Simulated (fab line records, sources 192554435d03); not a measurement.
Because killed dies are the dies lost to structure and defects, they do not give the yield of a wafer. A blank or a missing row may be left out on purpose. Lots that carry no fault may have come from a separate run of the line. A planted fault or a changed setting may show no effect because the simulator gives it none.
Comparing a struck lot with a sound one | flow n5-finfet | 16 out of 1938 route steps
Sound: these wafers, L950.1, L950.4, L950.5. Struck: wafer L957.2. (L957.5 of the same lot was not struck and is left out.) The cause comes at the end.
At each step with rows: each side's tool, then ch and its chambers, then its first start. Under that, the readings that differ: sound wafers | struck wafers | difference of the means | sigmas: that difference in standard deviations of wafers without a fault.
alike: a reading whose means differ by less than 2 such deviations, as well as words and numbers matching on both sides. not compared: withheld readings; readings where some wafer has no value; bounds like >300 that might hide an equal value; numbers whose values overlap and for which the record gives no deviation.
A row with sigmas, a row that says differs or no value, or rows on one side alone: a step with any of these is where the two part. Numbers that don't overlap but have no deviation are shown without sigmas and don't part them. Lack of a reading on every wafer of one side parts them only where that side has two or more wafers.

first, 1 step without rows for these wafers: N5_BEOL_M2_SPUTTER_92 (material Cu, target thk 4.5 nm, time 8.29 s).
N5_BEOL_M2_ANNEAL_93: time 240 s.
  sound on pvd-sputter-02 at day 8 13:28; struck on pvd-sputter-03 at day 10 06:53
  alike: heater-power-w
then, 1 step without rows for these wafers: N5_BEOL_M2_SPUTTER_94 (material Cu, target thk 4.5 nm, time 8.29 s).
N5_BEOL_M2_ANNEAL_95: time 240 s.
  sound on pvd-sputter-02 at day 8 13:41; struck on pvd-sputter-03 at day 10 07:06
  alike: heater-power-w
N5_BEOL_M2_SPUTTER_96: material Cu, target thk 4.5 nm, time 8.29 s.
  sound on pvd-sputter-02 at day 8 13:50; struck on pvd-sputter-03 at day 10 07:14
  alike: throttle-valve-pct
then, 2 steps without rows for these wafers: N5_BEOL_M2_ECD_50 (material Cu, target thk 300 nm); N5_BEOL_M2_ANNEAL_51 (time 90 s).
N5_BEOL_M2_CMP_52: polishes, stops on SiOC, t overpolish 6.8 s, target thk 40 nm.
  sound on cmp-01 ch 0,2,3, day 8 14:19; struck on cmp-01 ch 3, day 10 08:36
  reading              | sound             | struck | difference | sigmas
  overpolish-run-s (s) | 6.797 6.778 6.794 | 6.816  | +0.026     | +3
  alike: barrier-field-endpoint-s, motor-current-A, slurry-flow-ml-min, time-to-endpoint-s
N5_BEOL_M2_THK_MEAS_53: measures by xrf.
  sound on film-metro-02 at day 8 14:37; struck on film-metro-01 at day 10 08:54
  reading     | sound          | struck | difference | sigmas
  M2_THK (nm) | 40.8 41.4 39.5 | 35.7   | -4.9       | -3
then, 1 step without rows for these wafers: N5_BEOL_M2_PRE_CLEAN_60 (time 15 s).
N5_BEOL_M2_CO_CAP_55: material Co, precursor CCTBA/H2, target thk 2 nm, time 102.1 s.
  sound on cvd-co-01 ch 0,1,2, day 8 14:41; struck on cvd-co-01 ch 0, day 10 09:14
  alike: heater-power-w
then, 1 step without rows for these wafers: N5_BEOL_M2_PRE_CLEAN_56 (time 15 s).
N5_BEOL_M2_DEP_57: deposits SiCN from 3MS/NH3, target thk 8 nm, time 14 s.
  sound on pecvd-01 ch 0,1, day 8 14:49; struck on pecvd-01 ch 1, day 10 09:22
  reading                                  | sound       | struck | difference | sigmas
  model.SiCN_of_BEOL_M2_DEP_57.thk-nm (nm) | 8.2 8.4 8.2 | 7.4    | -0.9       |
  alike: showerhead-plenum-p-Torr, throttle-valve-pct
N5_BEOL_M2_RS_MEAS_58: a four-point-probe measurement.
  sound on film-metro-02 at day 8 14:52; struck on film-metro-02 at day 10 09:27
  reading        | sound          | struck | difference | sigmas
  M2_RS (ohm/sq) | 0.65 0.64 0.67 | 0.77   | +0.12      | +3
N5_BEOL_M4_RC_MEAS_101:
  sound on prober-02 ch 0, day 9 10:47; struck on prober-02 ch 0, day 11 11:34
  reading       | sound          | struck | difference | sigmas
  SS_P (mV/dec) | 73.8 75.4 73.2 | 72.3   | -1.8       | -2
  alike: DIBL_N, DIBL_P, IOFF_N, IOFF_P, ION_N, ION_P, SS_N, VT_N, VT_P
then, 1 step without rows for these wafers: N5_PASSIVATION_PROBE_49.

WHERE THEY PART
At N5_BEOL_M2_CMP_52 first; at N5_BEOL_M4_RC_MEAS_101 last (within this record only).

WHY: what the simulator had put in
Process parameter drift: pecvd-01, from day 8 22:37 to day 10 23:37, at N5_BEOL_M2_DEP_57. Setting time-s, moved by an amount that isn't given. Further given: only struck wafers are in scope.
